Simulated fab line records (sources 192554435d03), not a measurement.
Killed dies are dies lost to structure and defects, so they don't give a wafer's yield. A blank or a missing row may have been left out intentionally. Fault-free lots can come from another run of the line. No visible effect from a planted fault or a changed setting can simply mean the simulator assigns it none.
Lot-split experiment || flow n5-finfet || on a route of 1938 steps: 7 lots, 39 wafers read

== SPLIT DETAILS ==
At N5_BEOL_M6_ETCH_62 (etches SOC in N2/H2, target depth 110 nm, overetch 22 nm, time 165 s), the setting target-depth-a was moved away from the recipe's 1100 angstrom on 12 of the 39 wafers read, by +34.5% to +50.4%. All remaining wafers had this setting at the recipe value.

== FROM THE SPLIT TO THE READING: what the file shows between them, 2 steps ==
- N5_BEOL_M6_STRIP_68: strips in N2/H2
- N5_BEOL_M6_STRIP_67: strips in CF4

== THE READING ==
etch.depth-nm (the simulator's own value, which no gauge read), in nm, at N5_BEOL_M6_HM_OPEN_17 (chemistry Cl2/BCl3, target TiN, target depth 20 nm, overetch 6 nm). No usual value for it is given in the file. Across the 27 wafers here that went through the recipe, the average is 19.99 nm and the standard deviation 0.23 nm.

{"wafer": "L076.1", "tool, chamber at the split": "rie-diel-05, 2", "target-depth-a as run, angstrom": 1566, "against the recipe": "+42.4%", "etch.depth-nm, nm": 14.83, "against lot-mates on the recipe": -5.33}
{"wafer": "L076.2", "tool, chamber at the split": "rie-diel-05, 0", "target-depth-a as run, angstrom": 1100, "against the recipe": "recipe", "etch.depth-nm, nm": 20.17, "against lot-mates on the recipe": "-"}
{"wafer": "L076.3", "tool, chamber at the split": "rie-diel-05, 3", "target-depth-a as run, angstrom": 1100, "against the recipe": "recipe", "etch.depth-nm, nm": 19.93, "against lot-mates on the recipe": "-"}
{"wafer": "L076.4", "tool, chamber at the split": "rie-diel-05, 2", "target-depth-a as run, angstrom": 1566, "against the recipe": "+42.4%", "etch.depth-nm, nm": 14.51, "against lot-mates on the recipe": -5.65}
{"wafer": "L076.5", "tool, chamber at the split": "rie-diel-05, 0", "target-depth-a as run, angstrom": 1100, "against the recipe": "recipe", "etch.depth-nm, nm": 20.38, "against lot-mates on the recipe": "-"}
{"wafer": "L076.6", "tool, chamber at the split": "rie-diel-05, 3", "target-depth-a as run, angstrom": 1566, "against the recipe": "+42.4%", "etch.depth-nm, nm": 14.54, "against lot-mates on the recipe": -5.62}
{"wafer": "L075.1", "tool, chamber at the split": "rie-diel-05, 2,0", "target-depth-a as run, angstrom": 1100, "against the recipe": "recipe", "etch.depth-nm, nm": 19.97, "against lot-mates on the recipe": "-"}
{"wafer": "L075.2", "tool, chamber at the split": "rie-diel-05, 0", "target-depth-a as run, angstrom": 1100, "against the recipe": "recipe", "etch.depth-nm, nm": 20.15, "against lot-mates on the recipe": "-"}
{"wafer": "L075.3", "tool, chamber at the split": "rie-diel-05, 1", "target-depth-a as run, angstrom": 1654, "against the recipe": "+50.4%", "etch.depth-nm, nm": 12.98, "against lot-mates on the recipe": -7.10}
{"wafer": "L075.4", "tool, chamber at the split": "rie-diel-05, 3", "target-depth-a as run, angstrom": 1654, "against the recipe": "+50.4%", "etch.depth-nm, nm": 13.67, "against lot-mates on the recipe": -6.41}
{"wafer": "L075.5", "tool, chamber at the split": "rie-diel-05, 2,0", "target-depth-a as run, angstrom": 1100, "against the recipe": "recipe", "etch.depth-nm, nm": 20.11, "against lot-mates on the recipe": "-"}
{"wafer": "L075.6", "tool, chamber at the split": "rie-diel-05, 3", "target-depth-a as run, angstrom": 1654, "against the recipe": "+50.4%", "etch.depth-nm, nm": 13.54, "against lot-mates on the recipe": -6.54}
{"wafer": "L082.1", "tool, chamber at the split": "rie-diel-05, 1", "target-depth-a as run, angstrom": 1100, "against the recipe": "recipe", "etch.depth-nm, nm": 19.75, "against lot-mates on the recipe": "-"}
{"wafer": "L082.2", "tool, chamber at the split": "rie-diel-05, 3", "target-depth-a as run, angstrom": 1499, "against the recipe": "+36.3%", "etch.depth-nm, nm": 14.91, "against lot-mates on the recipe": -4.75}
{"wafer": "L082.6", "tool, chamber at the split": "rie-diel-05, 3", "target-depth-a as run, angstrom": 1499, "against the recipe": "+36.3%", "etch.depth-nm, nm": 14.91, "against lot-mates on the recipe": -4.75}
{"wafer": "L082.3", "tool, chamber at the split": "rie-diel-05, 0", "target-depth-a as run, angstrom": 1499, "against the recipe": "+36.3%", "etch.depth-nm, nm": 14.82, "against lot-mates on the recipe": -4.84}
{"wafer": "L082.4", "tool, chamber at the split": "rie-diel-05, 2", "target-depth-a as run, angstrom": 1100, "against the recipe": "recipe", "etch.depth-nm, nm": 19.61, "against lot-mates on the recipe": "-"}
{"wafer": "L082.5", "tool, chamber at the split": "rie-diel-05, 2", "target-depth-a as run, angstrom": 1100, "against the recipe": "recipe", "etch.depth-nm, nm": 19.63, "against lot-mates on the recipe": "-"}
{"wafer": "L085.1", "tool, chamber at the split": "rie-diel-04, 2,0", "target-depth-a as run, angstrom": 1479, "against the recipe": "+34.5%", "etch.depth-nm, nm": 15.72, "against lot-mates on the recipe": -4.14}
{"wafer": "L085.2", "tool, chamber at the split": "rie-diel-04, 3,2", "target-depth-a as run, angstrom": 1100, "against the recipe": "recipe", "etch.depth-nm, nm": 19.91, "against lot-mates on the recipe": "-"}
{"wafer": "L085.3", "tool, chamber at the split": "rie-diel-04, 2,0", "target-depth-a as run, angstrom": 1479, "against the recipe": "+34.5%", "etch.depth-nm, nm": 15.4, "against lot-mates on the recipe": -4.46}
{"wafer": "L085.5", "tool, chamber at the split": "rie-diel-04, 3", "target-depth-a as run, angstrom": 1479, "against the recipe": "+34.5%", "etch.depth-nm, nm": 15.4, "against lot-mates on the recipe": -4.46}
{"wafer": "L085.4", "tool, chamber at the split": "rie-diel-04, 1", "target-depth-a as run, angstrom": 1100, "against the recipe": "recipe", "etch.depth-nm, nm": 19.88, "against lot-mates on the recipe": "-"}
{"wafer": "L085.6", "tool, chamber at the split": "rie-diel-04, 3,2", "target-depth-a as run, angstrom": 1100, "against the recipe": "recipe", "etch.depth-nm, nm": 19.79, "against lot-mates on the recipe": "-"}
{"wafer": "L086.1", "tool, chamber at the split": "rie-diel-02, 3", "target-depth-a as run, angstrom": 1100, "against the recipe": "recipe", "etch.depth-nm, nm": 20.14, "against lot-mates on the recipe": "-"}
{"wafer": "L086.2", "tool, chamber at the split": "rie-diel-02, 2,0,2", "target-depth-a as run, angstrom": 1100, "against the recipe": "recipe", "etch.depth-nm, nm": 20.24, "against lot-mates on the recipe": "-"}
{"wafer": "L086.3", "tool, chamber at the split": "rie-diel-02, 1", "target-depth-a as run, angstrom": 1100, "against the recipe": "recipe", "etch.depth-nm, nm": 19.87, "against lot-mates on the recipe": "-"}
{"wafer": "L086.4", "tool, chamber at the split": "rie-diel-02, 2,0,2", "target-depth-a as run, angstrom": 1100, "against the recipe": "recipe", "etch.depth-nm, nm": 20.1, "against lot-mates on the recipe": "-"}
{"wafer": "L086.5", "tool, chamber at the split": "rie-diel-02, 3", "target-depth-a as run, angstrom": 1100, "against the recipe": "recipe", "etch.depth-nm, nm": 19.97, "against lot-mates on the recipe": "-"}
{"wafer": "L086.6", "tool, chamber at the split": "rie-diel-02, 2,0,2", "target-depth-a as run, angstrom": 1100, "against the recipe": "recipe", "etch.depth-nm, nm": 20.25, "against lot-mates on the recipe": "-"}
{"wafer": "L091.1", "tool, chamber at the split": "rie-diel-05, 0,2", "target-depth-a as run, angstrom": 1100, "against the recipe": "recipe", "etch.depth-nm, nm": 20.15, "against lot-mates on the recipe": "-"}
{"wafer": "L091.4", "tool, chamber at the split": "rie-diel-05, 0,2", "target-depth-a as run, angstrom": 1100, "against the recipe": "recipe", "etch.depth-nm, nm": 20.43, "against lot-mates on the recipe": "-"}
{"wafer": "L091.5", "tool, chamber at the split": "rie-diel-05, 3", "target-depth-a as run, angstrom": 1100, "against the recipe": "recipe", "etch.depth-nm, nm": 20.31, "against lot-mates on the recipe": "-"}
{"wafer": "L094.1", "tool, chamber at the split": "rie-diel-05, 1", "target-depth-a as run, angstrom": 1100, "against the recipe": "recipe", "etch.depth-nm, nm": 20.05, "against lot-mates on the recipe": "-"}
{"wafer": "L094.2", "tool, chamber at the split": "rie-diel-05, 3", "target-depth-a as run, angstrom": 1100, "against the recipe": "recipe", "etch.depth-nm, nm": 19.91, "against lot-mates on the recipe": "-"}
{"wafer": "L094.3", "tool, chamber at the split": "rie-diel-05, 2,0", "target-depth-a as run, angstrom": 1100, "against the recipe": "recipe", "etch.depth-nm, nm": 19.66, "against lot-mates on the recipe": "-"}
{"wafer": "L094.4", "tool, chamber at the split": "rie-diel-05, 2,0", "target-depth-a as run, angstrom": 1100, "against the recipe": "recipe", "etch.depth-nm, nm": 19.86, "against lot-mates on the recipe": "-"}
{"wafer": "L094.5", "tool, chamber at the split": "rie-diel-05, 0", "target-depth-a as run, angstrom": 1100, "against the recipe": "recipe", "etch.depth-nm, nm": 19.63, "against lot-mates on the recipe": "-"}
{"wafer": "L094.6", "tool, chamber at the split": "rie-diel-05, 1", "target-depth-a as run, angstrom": 1100, "against the recipe": "recipe", "etch.depth-nm, nm": 19.94, "against lot-mates on the recipe": "-"}
Rows listing several chambers each stand for several wafers; the file does not say which wafer went through which chamber.

THE FIT
A straight line over all 39 wafers: etch.depth-nm changes by -0.131 nm for each +1% of target-depth-a; r = -1.00; the points scatter about the line by 0.25 nm.
The same after taking each lot's own level away (the mean of its wafers on the recipe; 39 wafers): -0.131 nm for each +1%; r = -1.00; scatter 0.16 nm.
The reading moves by 6.6 nm for the largest change in target-depth-a, on that fit.
Measured against the standard deviation above, the lots' own levels, which go from 19.663 to 20.297 nm, span 2.8 times it.
Consequently the slope shifts little with the lot-to-lot level, the two slopes agreeing.
Check: -6.52 nm against its lot-mates is what the line predicts for one of the wafers moved furthest among these (+50.4%) when that wafer is left out of the fit. Against them it came out at -7.1 nm.

== OTHER SPLITS ON THESE WAFERS ==
These wafers also went through other splits before the reading. Each is held against what the fit with the lots' levels taken away leaves over:
{"other split on the same wafers": "N5_BEOL_M0_SAQP_SPACER2_ALD_26 target-thk-a", "wafers away from the commonest value": 12, "r with etch.depth-nm (lot level and that fit taken away)": "+0.22"}
{"other split on the same wafers": "N5_BEOL_M4_VIA_ETCH_34 target-depth-a", "wafers away from the commonest value": 15, "r with etch.depth-nm (lot level and that fit taken away)": "+0.12"}

== THE WHOLE CHAIN: every reading that the file lists as answering this split, in the file's order ==
{"step": "N5_BEOL_M6_ETCH_62", "what it does": "etches SOC in N2/H2, target depth 110 nm, overetch 22 nm, time 165 s", "reading": "SiARC_of_BEOL_M6_COAT_60.thk-nm (the simulator's own value, which no gauge read)", "change (the file's fit)": "-0.0565 nm for each +1% of the setting", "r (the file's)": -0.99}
{"step": "N5_BEOL_M6_HM_OPEN_17", "what it does": "chemistry Cl2/BCl3, target TiN, target depth 20 nm, overetch 6 nm", "reading": "etch.depth-nm (the simulator's own value, which no gauge read)", "change (the file's fit)": "-0.131 nm for each +1% of the setting", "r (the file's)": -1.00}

== THE FILE'S OWN FIT ==
etch.depth-nm changes by -0.131 nm for each +1% of target-depth-a, r = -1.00.
